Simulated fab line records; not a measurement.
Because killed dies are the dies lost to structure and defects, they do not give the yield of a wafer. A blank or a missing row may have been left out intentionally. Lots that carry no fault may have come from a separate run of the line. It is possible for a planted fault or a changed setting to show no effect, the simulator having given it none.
Lot-split experiment | flow n5Finfet | route with 1938 steps; 7 lots, 39 wafers read

THE SPLIT ITSELF
At N5_HKMG_FIN_EXPOSE_46 (exposes mask NDIPOLE), the setting doseMj was moved away from the recipe's 40 on 18 of the 39 wafers read, by -6.5% to +7.9%. The other wafers ran this setting at the recipe's value.

FROM THE SPLIT TO THE READING: what the file shows between them, 2 steps
- N5_HKMG_FIN_PEB_47: peb time 60 s
- N5_HKMG_FIN_DEVELOP_48: develop time 30 s

THE READING
At N5_HKMG_FIN_CD_MEAS_49: cdNm in nanometres, against a target cd of 202 nm. On this fab line, fault-free wafers typically give 202.2 nm with a standard deviation of 0.66 nm.

wafer  | tool, chamber at the split | doseMj as run | against the recipe | cdNm, nm | against lot-mates on the recipe
L078.4 | arfiScanner-03, 0          | 40            | recipe             | 202.9    | -
L078.5 | arfiScanner-03, 0          | 40            | recipe             | 202.6    | -
L078.6 | arfiScanner-03, 0          | 40            | recipe             | 202.4    | -
L081.1 | arfiScanner-03, 0          | 40            | recipe             | 202.3    | -
L081.2 | arfiScanner-03, 0          | 43.17         | +7.9%              | 206.4    | +4.9
L081.3 | arfiScanner-03, 0          | 43.17         | +7.9%              | 205.8    | +4.3
L081.4 | arfiScanner-03, 0          | 40            | recipe             | 200.9    | -
L081.5 | arfiScanner-03, 0          | 40            | recipe             | 201.3    | -
L081.6 | arfiScanner-03, 0          | 43.17         | +7.9%              | 206.6    | +5.1
L086.1 | arfiScanner-01, 0          | 38.84         | -2.9%              | 199.9    | -2.4
L086.2 | arfiScanner-01, 0          | 38.84         | -2.9%              | 200.0    | -2.3
L086.3 | arfiScanner-01, 0          | 40            | recipe             | 202.3    | -
L086.4 | arfiScanner-01, 0          | 40            | recipe             | 202.1    | -
L086.5 | arfiScanner-01, 0          | 40            | recipe             | 202.4    | -
L086.6 | arfiScanner-01, 0          | 38.84         | -2.9%              | 200.6    | -1.7
L088.1 | arfiScanner-01, 0          | 40            | recipe             | 201.3    | -
L088.2 | arfiScanner-01, 0          | 40            | recipe             | 202.8    | -
L088.3 | arfiScanner-01, 0          | 42.13         | +5.3%              | 205.3    | +3.7
L088.4 | arfiScanner-01, 0          | 42.13         | +5.3%              | 205.0    | +3.4
L088.5 | arfiScanner-01, 0          | 42.13         | +5.3%              | 204.8    | +3.2
L088.6 | arfiScanner-01, 0          | 40            | recipe             | 200.7    | -
L089.1 | arfiScanner-01, 0          | 37.42         | -6.5%              | 199.2    | -4.0
L089.2 | arfiScanner-01, 0          | 37.42         | -6.5%              | 199.3    | -3.9
L089.3 | arfiScanner-01, 0          | 40            | recipe             | 203.0    | -
L089.4 | arfiScanner-01, 0          | 40            | recipe             | 203.7    | -
L089.5 | arfiScanner-01, 0          | 37.42         | -6.5%              | 198.8    | -4.4
L089.6 | arfiScanner-01, 0          | 40            | recipe             | 203.0    | -
L095.1 | arfiScanner-01, 0          | 38.8          | -3.0%              | 200.5    | -1.5
L095.2 | arfiScanner-01, 0          | 38.8          | -3.0%              | 200.6    | -1.4
L095.3 | arfiScanner-01, 0          | 40            | recipe             | 201.8    | -
L095.4 | arfiScanner-01, 0          | 38.8          | -3.0%              | 200.9    | -1.1
L095.5 | arfiScanner-01, 0          | 40            | recipe             | 202.1    | -
L095.6 | arfiScanner-01, 0          | 40            | recipe             | 202.0    | -
L097.1 | arfiScanner-02, 0          | 40            | recipe             | 202.7    | -
L097.2 | arfiScanner-02, 0          | 40            | recipe             | 201.5    | -
L097.3 | arfiScanner-02, 0          | 39.05         | -2.4%              | 200.8    | -1.1
L097.4 | arfiScanner-02, 0          | 39.05         | -2.4%              | 200.9    | -1.0
L097.5 | arfiScanner-02, 0          | 40            | recipe             | 201.5    | -
L097.6 | arfiScanner-02, 0          | 39.05         | -2.4%              | 201.7    | -0.2

FIT RESULTS
A straight line over all 39 wafers: cdNm changes by +0.515 nm for each +1% of doseMj; r = +0.95; the points scatter about the line by 0.62 nm.
The same after taking each lot's own level away (the mean of its wafers on the recipe; 39 wafers): +0.607 nm for each +1%; r = +0.97; scatter 0.49 nm.
The reading moves by 4.8 nm for the largest change in doseMj, on that fit.
Across the lots, their own levels run from 201.50 to 203.23 nm, a range of 2.6 times the standard deviation given above.
Hence the slope depends on the lot-to-lot level, as the two fits are not the same.
Check: with one of the wafers moved furthest among these (+7.9%) left out of the fit, the line predicts +4.87 nm for it against its lot-mates. Against them it came out at +4.9 nm.

THESE WAFERS: OTHER SPLITS
Before the reading, these wafers also passed through other splits. Each is held against what the fit with the lots' levels taken away leaves over:
other split on the same wafers | wafers away from the commonest value | r with cdNm (lot level and that fit taken away)
N5_FIN_CUT_ETCH_21 timeS       | 15                                   | -0.13
N5_DUMMY_GATE_ETCH_37 sourceW  | 15                                   | +0.25
N5_DUMMY_GATE_ETCH_32 timeS    | 18                                   | -0.11
N5_SD_EPI_P_EPI_21 tempC       | 12                                   | -0.32

THE WHOLE CHAIN: every reading that the file lists as answering this split, in the file's order
step                   | what it does                                           | reading                                                              | change (the file's fit)               | r (the file's)
N5_HKMG_FIN_CD_MEAS_49 | target cd 202 nm                                       | cdNm                                                                 | +0.611 nm for each +1% of the setting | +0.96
N5_HKMG_FIN_ETCH_54    | etches SiARC in CF4, target depth 45.5 nm, time 75.8 s | HKMG_FIN.cdOffsetNm (the simulator's own value, which no gauge read) | +0.575 nm for each +1% of the setting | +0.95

FILE'S OWN FIT
cdNm changes by +0.611 nm for each +1% of doseMj, r = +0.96.
